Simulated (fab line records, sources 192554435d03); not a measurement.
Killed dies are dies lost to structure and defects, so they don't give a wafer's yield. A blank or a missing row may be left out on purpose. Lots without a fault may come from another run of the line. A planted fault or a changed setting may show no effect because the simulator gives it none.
fab line records | flow n5_finfet
record lots=7 wafers=39
route steps=1938 shown FIN_CUT@169 DUMMY_GATE@215 GATE_CUT@466
start_h: hours from the record's first day to the start of the lot's first wafer shown | wait_h: hours since the lot's step before | " the same as in the row above | L1.1+2: a row that stands for several wafers | - no value, or no start given | * or withheld: withheld | < > ~ a bound
route shown NAME@n: a module of which the file shows steps, and the number in the route of the first | usual: mean/standard deviation of fault-free wafers | same: alike in all rows | chamber/n: place in a boat | sites: the reading at each site | _std_site: their standard deviation | _edge_site: outer sites' mean less inner sites' | radius_mm: how far each site lies from the wafer's centre | mask NAME#n: copy n | behind: the tool/chamber that last shaped the wafer | hold: why the lot was held/for how many hours/how that ended | device: the transistor (n, p or np) that didn't switch | end of line: the same wafers' tests at the end of the route | a step without rows: its recipe alone | killed: dies lost to structure and defects at the first sort, not the wafer's yield | map: a wafer's dies, x killed, . not, _ none there
set.NAME: the setting as run; set.NAME@STEP: as run at that earlier step | model.NAME: the simulator's own value behind a step, which no gauge read
lots whose settings were changed on purpose; a table a step, a row a wafer
## steps
# step N5_FIN_CUT_ETCH_21
# recipe chemistry=N2/H2 target=SOC target_depth_a=2190 overetch_a=438 mask_material=SiARC temp_c=40 ion_energy_ev=100 bias_w=61 time_s=523.5 pressure_mtorr=30 source_w=850 n2_flow_sccm=200 h2_flow_sccm=200
# columns lot.wafer tool chamber start_h wait_h set.time_s model.SiARC_of_FIN_CUT_COAT_19.thk_nm
L078.1+5 rie_diel-01 2,0 51.55 0.0 523.5 12.2
L078.2+4 " 1 " " 523.5 11.8
L078.3+6 " 0,2 " " 523.5 12
L080.1+5 rie_diel-01 1 63.42 0.0 523.5 11.8
L080.2 " 2 " " 458 13
L080.3 " 0 " " 458 13.2
L080.4 " 3 " " 458 12.8
L080.6 " 0 " " 523.5 12
L084.1+3 rie_diel-03 3,0 86.66 0.0 568 11.2
L084.2 " 1 " " 568 10.8
L084.4+5 " 2,0 " " 523.5 11.8
L084.6 " 3 " " 523.5 12
L085.1 rie_diel-01 1 96.03 0.0 523.5 11.6
L085.2+5 " 3,1 " " 523.5 11.8
L085.3+4+6 " 0,2,2 " " 523.5 12
L091.2+3+6 rie_diel-06 2,0,2 130.39 0.0 523.5 12
L095.1 rie_diel-03 1 153.32 0.0 523.5 11.6
L095.2+5 " 0 " " 523.5 12
L095.3+4+6 " 2,3,3 " " 523.5 11.8
L096.1 rie_diel-06 3 160.55 0.0 523.5 12.2
L096.2 " 1 " " 627.7 9.8
L096.3+4 " 0,2 " " 523.5 12
L096.5 " 0 " " 627.7 10.4
L096.6 " 3 " " 627.7 10.6
# step N5_DUMMY_GATE_CVD_03
# recipe material=a-Si target_thk_a=1500 temp_c=530 precursor=SiH4 time_s=8042
# columns lot.wafer tool chamber start_h wait_h set.target_thk_a model.a-Si_of_DUMMY_GATE_CVD_03.thk_nm
L078.1 - - - 0.1 1634 165.4
L078.2+3+6 " - " " 1634 164.6
L078.4 " - " " 1634 164.4
L078.5 " - " " 1634 165.6
L080.1 - - - 0.1 1303 127.2
L080.2 " - " " 1303 128.2
L080.3 " - " " 1303 127.4
L080.4 " - " " 1303 128.8
L080.5 " - " " 1303 128
L080.6 " - " " 1303 127
L084.1 - - - 0.1 1664 168.6
L084.2+4 " - " " 1664 169.2
L084.3 " - " " 1664 168.8
L084.5 " - " " 1664 170
L084.6 " - " " 1664 167.2
L085.1+3 - - - 0.1 1337 135.4
L085.2 " - " " 1337 134.6
L085.4 " - " " 1337 134.8
L085.5 " - " " 1337 135
L085.6 " - " " 1337 133.4
L091.2 lpcvd-02 1/70 140.69 0.1 1500 150.4
L091.3 " 1/75 " " 1500 151
L091.6 " 1/89 " " 1500 150.8
L095.1+4 - - - 0.1 1642 160.4
L095.2+3 " - " " 1642 160
L095.5 " - " " 1642 161.2
L095.6 " - " " 1642 162
L096.1 - - - 0.1 1500 150.4
L096.2 " - " " 1500 149.8
L096.3+5 " - " " 1500 149.6
L096.4 " - " " 1500 150.2
L096.6 " - " " 1500 148.8
# step N5_GATE_CUT_ETCH_56
# recipe chemistry=Cl2/Ar target=TiN target_depth_a=216 pressure_mtorr=10 icp_w=600 bias_w=60 Cl2_flow_sccm=40 Ar_flow_sccm=60
# columns lot.wafer tool chamber start_h wait_h set.target_depth_a model.etch.depth_nm
L078.1 rie_metal-02 1 106.40 0.1 216 21.16
L078.2 " 0 " " 216 21.43
L078.3 " 0 " " 216 21.42
L078.4 " 1 " " 216 21.17
L078.5 " 0 " " 216 21.28
L078.6 " 1 " " 216 21.06
L080.1 rie_metal-02 1 117.91 0.1 216 21.25
L080.2 " 0 " " 216 21.26
L080.3 " 1 " " 216 21.31
L080.4 " 0 " " 216 21.35
L080.5 " 1 " " 216 21.23
L080.6 " 0 " " 216 21.34
L084.1+4 rie_metal-03 0 139.95 0.1 216 21.89
L084.2 " 1 " " 216 22.31
L084.3 " 1 " " 216 22.2
L084.5 " 1 " " 216 22.41
L084.6 " 0 " " 216 22.01
L085.1 rie_metal-02 1 149.51 0.1 200.8 19.52
L085.2 " 0 " " 200.8 19.78
L085.3 " 0 " " 216 21.46
L085.4 " 1 " " 216 21.07
L085.5 " 1 " " 216 21.27
L085.6 " 0 " " 200.8 19.72
L091.2 rie_metal-01 1 186.37 0.1 216 21.5
L091.3 " 0 " " 216 21.37
L091.6 " 0 " " 216 21.32
L095.1 rie_metal-02 0 211.25 0.1 216 21.45
L095.2 " 1 " " 204.7 20.14
L095.3 " 0 " " 216 21.48
L095.4 " 1 " " 204.7 20.29
L095.5 " 1 " " 216 21.32
L095.6 " 0 " " 204.7 20.28
L096.1 rie_metal-03 0 212.70 0.1 216 22.22
L096.2 " 1 " " 229.6 23.88
L096.3 " 0 " " 216 22.03
L096.4 " 1 " " 229.6 23.75
L096.5 " 0 " " 216 22.11
L096.6 " 1 " " 229.6 23.52
## key
split step=N5_FIN_CUT_ETCH_21 setting=time_s stated=523.5 by=wafer
response step=N5_FIN_CUT_ETCH_21 reading=model.SiARC_of_FIN_CUT_COAT_19.thk_nm change=-0.0909 per=1% r=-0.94
split step=N5_DUMMY_GATE_CVD_03 setting=target_thk_a stated=1500 by=lot
response step=N5_DUMMY_GATE_CVD_03 reading=model.a-Si_of_DUMMY_GATE_CVD_03.thk_nm change=+1.55 per=1% r=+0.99
split step=N5_GATE_CUT_ETCH_56 setting=target_depth_a stated=216 by=wafer
response step=N5_GATE_CUT_ETCH_56 reading=model.etch.depth_nm change=+0.236 per=1% r=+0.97
